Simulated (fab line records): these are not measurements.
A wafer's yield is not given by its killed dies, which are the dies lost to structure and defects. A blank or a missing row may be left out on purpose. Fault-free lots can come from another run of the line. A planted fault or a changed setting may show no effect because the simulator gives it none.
Matching of chambers / flow nand_harc / NHARC_A_STAIRCASE_DESCUM_443 on rie_diel-12: 4 sister chambers
The step chemistry O2, time 3 s. 16 wafers are shown with their chamber, then 8 later ones without.

## EACH WAFER AND ITS CHAMBER
wafer=L076.1; chamber=2; showerhead_plenum_p_Torr (Torr)=2.06; drypump_motor_current_A (A)=6.0; oes_product_au (a.u.)=0.988
wafer=L076.3; chamber=1; showerhead_plenum_p_Torr (Torr)=1.81; drypump_motor_current_A (A)=5.6; oes_product_au (a.u.)=0.995
wafer=L076.6; chamber=0; showerhead_plenum_p_Torr (Torr)=1.93; drypump_motor_current_A (A)=5.6; oes_product_au (a.u.)=1.012
wafer=L078.2; chamber=3; showerhead_plenum_p_Torr (Torr)=1.92; drypump_motor_current_A (A)=5.1; oes_product_au (a.u.)=1.012
wafer=L078.4; chamber=0; showerhead_plenum_p_Torr (Torr)=1.93; drypump_motor_current_A (A)=5.6; oes_product_au (a.u.)=1.009
wafer=L078.5; chamber=0; showerhead_plenum_p_Torr (Torr)=1.93; drypump_motor_current_A (A)=5.6; oes_product_au (a.u.)=1.024
wafer=L081.1; chamber=3; showerhead_plenum_p_Torr (Torr)=1.92; drypump_motor_current_A (A)=5.1; oes_product_au (a.u.)=1.015
wafer=L081.2; chamber=0; showerhead_plenum_p_Torr (Torr)=1.93; drypump_motor_current_A (A)=5.6; oes_product_au (a.u.)=1.015
wafer=L081.3; chamber=1; showerhead_plenum_p_Torr (Torr)=1.81; drypump_motor_current_A (A)=5.6; oes_product_au (a.u.)=1.003
wafer=L086.1; chamber=1; showerhead_plenum_p_Torr (Torr)=1.80; drypump_motor_current_A (A)=5.5; oes_product_au (a.u.)=1.013
wafer=L086.2; chamber=2; showerhead_plenum_p_Torr (Torr)=2.04; drypump_motor_current_A (A)=6.0; oes_product_au (a.u.)=0.985
wafer=L086.6; chamber=1; showerhead_plenum_p_Torr (Torr)=1.80; drypump_motor_current_A (A)=5.5; oes_product_au (a.u.)=1.001
wafer=L089.2; chamber=1; showerhead_plenum_p_Torr (Torr)=1.80; drypump_motor_current_A (A)=5.5; oes_product_au (a.u.)=1.008
wafer=L089.3; chamber=0; showerhead_plenum_p_Torr (Torr)=1.92; drypump_motor_current_A (A)=5.5; oes_product_au (a.u.)=0.990
wafer=L089.6; chamber=3; showerhead_plenum_p_Torr (Torr)=1.91; drypump_motor_current_A (A)=5.1; oes_product_au (a.u.)=1.008
wafer=L091.1; chamber=2; showerhead_plenum_p_Torr (Torr)=2.04; drypump_motor_current_A (A)=6.0; oes_product_au (a.u.)=0.990

SIGNATURES (averages over the wafers above)
reading=showerhead_plenum_p_Torr; chamber 0=1.9280; chamber 1=1.8040; chamber 2=2.0467; chamber 3=1.9167; scatter within a chamber=0.00667
reading=drypump_motor_current_A; chamber 0=5.580; chamber 1=5.540; chamber 2=6.000; chamber 3=5.100; scatter within a chamber=0.0408
reading=oes_product_au; chamber 0=1.01000; chamber 1=1.00400; chamber 2=0.98767; chamber 3=1.01167; scatter within a chamber=0.00842
Rule: distance of a wafer from a chamber = root of the sum over the readings of ((wafer's reading minus chamber's mean) / reading's scatter) squared. The wafer belongs to the nearest chamber; if the next one is less than 2 further off, it can't be placed. The scatter is the square root of a quotient: the sum, over the shown wafers, of each reading's squared deviation from its chamber's mean, divided by wafers minus chambers.

## WAFERS WITHOUT THEIR CHAMBER
wafer=L091.4; showerhead_plenum_p_Torr (Torr)=1.91; drypump_motor_current_A (A)=5.1; oes_product_au (a.u.)=1.003
wafer=L091.6; showerhead_plenum_p_Torr (Torr)=2.04; drypump_motor_current_A (A)=6.0; oes_product_au (a.u.)=0.985
wafer=L090.3; showerhead_plenum_p_Torr (Torr)=1.92; drypump_motor_current_A (A)=5.6; oes_product_au (a.u.)=1.010
wafer=L090.5; showerhead_plenum_p_Torr (Torr)=1.92; drypump_motor_current_A (A)=5.5; oes_product_au (a.u.)=0.994
wafer=L090.6; showerhead_plenum_p_Torr (Torr)=1.91; drypump_motor_current_A (A)=5.1; oes_product_au (a.u.)=1.000
wafer=L092.2; showerhead_plenum_p_Torr (Torr)=2.03; drypump_motor_current_A (A)=6.0; oes_product_au (a.u.)=0.977
wafer=L092.3; showerhead_plenum_p_Torr (Torr)=1.91; drypump_motor_current_A (A)=5.5; oes_product_au (a.u.)=0.998
wafer=L092.5; showerhead_plenum_p_Torr (Torr)=1.91; drypump_motor_current_A (A)=5.1; oes_product_au (a.u.)=1.004

## CHAMBER TAKEN BY EACH
wafer=L091.4; from the rows above=3; in truth=3
wafer=L091.6; from the rows above=2; in truth=2
wafer=L090.3; from the rows above=0; in truth=0
wafer=L090.5; from the rows above=0; in truth=0
wafer=L090.6; from the rows above=3; in truth=3
wafer=L092.2; from the rows above=2; in truth=2
wafer=L092.3; from the rows above=0; in truth=0
wafer=L092.5; from the rows above=3; in truth=3
Placed correctly: 8 of 8. Number that these rows cannot place: 0. Number placed wrongly: 0.
